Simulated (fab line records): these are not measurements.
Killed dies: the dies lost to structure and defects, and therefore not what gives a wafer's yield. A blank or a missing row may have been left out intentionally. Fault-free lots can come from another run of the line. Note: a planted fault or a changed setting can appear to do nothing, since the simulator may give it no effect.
Chamber matching | flow nand harc | rie diel-09 running NHARC_A_BLC_DESCUM_15: 3 sister chambers
The step chemistry O2, time 3 s. 3 wafers are shown with their chamber, then 5 later ones without.

== WAFERS WITH THEIR CHAMBER ==
wafer  | chamber | drypump motor current A (A)
L084.1 | 1       | 6.5
L088.2 | 3       | 5.8
L088.6 | 0       | 6.0

== WAFERS WITHOUT THEIR CHAMBER ==
wafer  | drypump motor current A (A)
L093.1 | 6.0
L093.3 | 5.9
L094.4 | 6.0
L094.6 | 5.9
L096.6 | 5.9

== WHICH CHAMBER EACH WENT THROUGH ==
wafer  | from the rows above     | in truth
L093.1 | 0                       | 0
L093.3 | can't be placed: 0 or 3 | 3
L094.4 | 0                       | 0
L094.6 | can't be placed: 0 or 3 | 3
L096.6 | can't be placed: 0 or 3 | 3
Correct placement for 2 of the 5. From these rows, 3 cannot be placed; in 3 the true chamber is one of the candidates. 0 placed wrongly.
How it was worked out, from the rows above alone: a wafer's distance from a chamber is the root of the sum, over the readings, of the square of ((its reading less the chamber's mean) divided by the reading's scatter). The wafer belongs to the nearest chamber; if the next one is less than 2 further off, it can't be placed. Each chamber's mean is taken over the wafers shown for it. The scatter (one wafer shown for each chamber): square how far every hidden wafer sits from the nearest shown wafer, average those squares and take the square root.
